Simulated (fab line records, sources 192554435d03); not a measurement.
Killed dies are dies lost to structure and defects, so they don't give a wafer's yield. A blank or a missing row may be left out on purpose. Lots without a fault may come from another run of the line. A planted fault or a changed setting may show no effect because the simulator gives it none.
One fault seen from 2 desks | flow n5_finfet | each desk has only its own numbers; what lay behind them comes last

THE METROLOGY DESK
What the gauges read, lot by lot, whatever tool the lot ran on: means of the sampled wafers that have a number. A lot is out of limits, marked OUT, if its mean lies more than 4 standard deviations from the usual mean; the brackets give that distance.
Columns: A = M12_THK at N5_BEOL_M12_THK_MEAS_50, usual 316 nm; B = M12_RS at N5_BEOL_M12_RS_MEAS_54, usual 0.0601 ohm/sq
lot  | first seen here | A   | B
L433 | day 12 17:33    | 317 | 0.0600
L435 | day 13 05:45    | 315 | 0.0609
L439 | day 14 15:35    | 315 | 0.0602
L442 | day 15 14:08    | 322 | 0.0591
L450 | day 17 13:14    | 318 | 0.0592
This desk's finding: nothing out of limits on any of the 5 lots.

THE TOOL OWNER'S DESK: pecvd-03
The tool's own readings at N5_BEOL_M12_DEP_53 (deposits SiCN from 3MS/NH3, target thk 30 nm, time 10.5 s): means of the sampled wafers that have a number, for each lot that ran on this tool. A lot is out of limits, marked OUT, if its mean lies more than 4 standard deviations from the usual mean; the brackets give that distance.
Columns: A = chamber_pressure_Torr at N5_BEOL_M12_DEP_53, usual 2.999 Torr; B = rf_fwd_power_W at N5_BEOL_M12_DEP_53, usual 666 W; C = showerhead_plenum_p_Torr at N5_BEOL_M12_DEP_53, usual 4.151 Torr; D = throttle_valve_pct at N5_BEOL_M12_DEP_53, usual 17.9 %
lot  | first seen here | A     | B   | C     | D
L435 | day 13 05:49    | 2.997 | 663 | 4.147 | 18.7
L439 | day 14 15:39    | 2.992 | 668 | 4.168 | 17.4
This desk's finding: nothing out of limits on any of the 2 lots.

PUT TOGETHER
The metrology desk saw nothing out of limits.
The tool owner's desk saw nothing out of limits.

WHAT THE SIMULATOR HAD PUT IN
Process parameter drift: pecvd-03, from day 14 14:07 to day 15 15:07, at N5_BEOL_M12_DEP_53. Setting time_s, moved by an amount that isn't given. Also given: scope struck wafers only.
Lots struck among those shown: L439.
